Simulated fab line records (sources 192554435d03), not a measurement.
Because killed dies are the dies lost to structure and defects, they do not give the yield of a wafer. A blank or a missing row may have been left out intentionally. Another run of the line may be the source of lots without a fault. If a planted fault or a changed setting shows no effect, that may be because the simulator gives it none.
Split-lot study + flow n5Finfet + 21 wafers read from 7 lots, route of 1938 steps

== THE SPLIT ITSELF ==
At N5_BEOL_M3_TRENCH_ETCH_37 (etches SiOC in C4F6/O2, target depth 55.555 nm, time 29.2 s), the setting timeS was moved away from the recipe's 29.2 s on 7 of the 21 wafers read, by -20.7% to +21.1%. The other wafers ran this setting at the recipe's value.

== FROM THE SPLIT TO THE READING: what the file shows between them, 2 steps ==
- N5_BEOL_M3_ETCH_41: etches SiCN in CH3F/O2, target depth 29.9 nm, time 52.5 s
- N5_BEOL_M3_STRIP_97: strips in N2/H2, time 10 s

== THE READING ==
trenchDepthNm, in nm, at N5_BEOL_M3_OCD_MEAS_38. A value of 54.8 nm with a standard deviation of 0.92 nm is what fault-free wafers of this fab line usually give.

| wafer  | tool, chamber at the split | timeS as run, s | against the recipe | trenchDepthNm, nm | against lot-mates on the recipe |
|--------|----------------------------|-----------------|--------------------|-------------------|---------------------------------|
| L079.3 | rieDiel-04, 1              | 29.2            | recipe             | 53.8              | -                               |
| L079.5 | rieDiel-04, 3              | 32.46           | +11.2%             | 60.1              | +6.3                            |
| L079.6 | rieDiel-04, 2              | 32.46           | +11.2%             | 60.7              | +6.9                            |
| L081.2 | rieDiel-06, 0              | 29.2            | recipe             | 54.5              | -                               |
| L081.4 | rieDiel-06, 1              | 29.2            | recipe             | 55.4              | -                               |
| L081.6 | rieDiel-06, 2              | 29.2            | recipe             | 55.4              | -                               |
| L087.2 | rieDiel-02, 3              | 34.8            | +19.2%             | 66.2              | +11.4                           |
| L087.3 | rieDiel-02, 0              | 29.2            | recipe             | 55.3              | -                               |
| L087.6 | rieDiel-02, 1              | 29.2            | recipe             | 54.3              | -                               |
| L090.1 | rieDiel-04, 3              | 29.2            | recipe             | 53.8              | -                               |
| L090.2 | rieDiel-04, 0              | 29.2            | recipe             | 53.3              | -                               |
| L090.6 | rieDiel-04, 1              | 35.37           | +21.1%             | 65.4              | +11.9                           |
| L091.1 | rieDiel-04, 3              | 29.2            | recipe             | 54.1              | -                               |
| L091.4 | rieDiel-04, 1              | 29.2            | recipe             | 53.5              | -                               |
| L091.5 | rieDiel-04, 3              | 29.2            | recipe             | 54.4              | -                               |
| L097.3 | rieDiel-02, 3              | 23.15           | -20.7%             | 45.5              | -11.0                           |
| L097.4 | rieDiel-02, 0              | 29.2            | recipe             | 56.5              | -                               |
| L097.5 | rieDiel-02, 3              | 23.15           | -20.7%             | 44.7              | -11.8                           |
| L096.3 | rieDiel-04, 1              | 29.2            | recipe             | 54.7              | -                               |
| L096.5 | rieDiel-04, 0              | 33.97           | +16.3%             | 62.8              | +8.4                            |
| L096.6 | rieDiel-04, 1              | 29.2            | recipe             | 54.1              | -                               |

FIT RESULTS
A straight line over all 21 wafers: trenchDepthNm changes by +0.504 nm for each +1% of timeS; r = +0.99; the points scatter about the line by 0.91 nm.
The same after taking each lot's own level away (the mean of its wafers on the recipe; 21 wafers): +0.559 nm for each +1%; r = +1.00; scatter 0.43 nm.
That fit puts the effect of the largest move of timeS on the reading at 12 nm.
Across the lots, their own levels run from 53.55 to 56.50 nm, a range of 3.2 times the standard deviation given above.
Consequently the slope shifts little with the lot-to-lot level, the two slopes agreeing.
Check: with one of the wafers moved furthest among these (+21.1%) left out of the fit, the line predicts +11.9 nm for it against its lot-mates. Against them it came out at +11.9 nm.

== THE OTHER SPLITS THESE WAFERS WENT THROUGH ==
Note: prior to the reading, these wafers also went through further splits. Each is held against what the fit with the lots' levels taken away leaves over:
| other split on the same wafers  | wafers away from the commonest value | r with trenchDepthNm (lot level and that fit taken away) |
|---------------------------------|--------------------------------------|----------------------------------------------------------|
| N5_BEOL_M2_HM_DEP_02 targetThkA | 6                                    | -0.47                                                    |
| N5_BEOL_M3_ILD_DEP_00 timeS     | 9                                    | +0.11                                                    |
| N5_BEOL_M3_PECVD_72 timeS       | 4                                    | -0.17                                                    |

== THE WHOLE CHAIN: every reading that the file lists as answering this split, in the file's order ==
| step                      | what it does                                                | reading                                                                 | change (the file's fit)               | r (the file's) |
|---------------------------|-------------------------------------------------------------|-------------------------------------------------------------------------|---------------------------------------|----------------|
| N5_BEOL_M3_TRENCH_ETCH_37 | etches SiOC in C4F6/O2, target depth 55.555 nm, time 29.2 s | BEOL_M3.featureDepthNm (the simulator's own value, which no gauge read) | +0.556 nm for each +1% of the setting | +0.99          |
| N5_BEOL_M3_TRENCH_ETCH_37 | etches SiOC in C4F6/O2, target depth 55.555 nm, time 29.2 s | etch.depthNm (the simulator's own value, which no gauge read)           | +0.555 nm for each +1% of the setting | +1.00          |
| N5_BEOL_M3_OCD_MEAS_38    |                                                             | trenchDepthNm                                                           | +0.56 nm for each +1% of the setting  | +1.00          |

== THE FILE'S OWN FIT ==
trenchDepthNm changes by +0.56 nm for each +1% of timeS, r = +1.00.
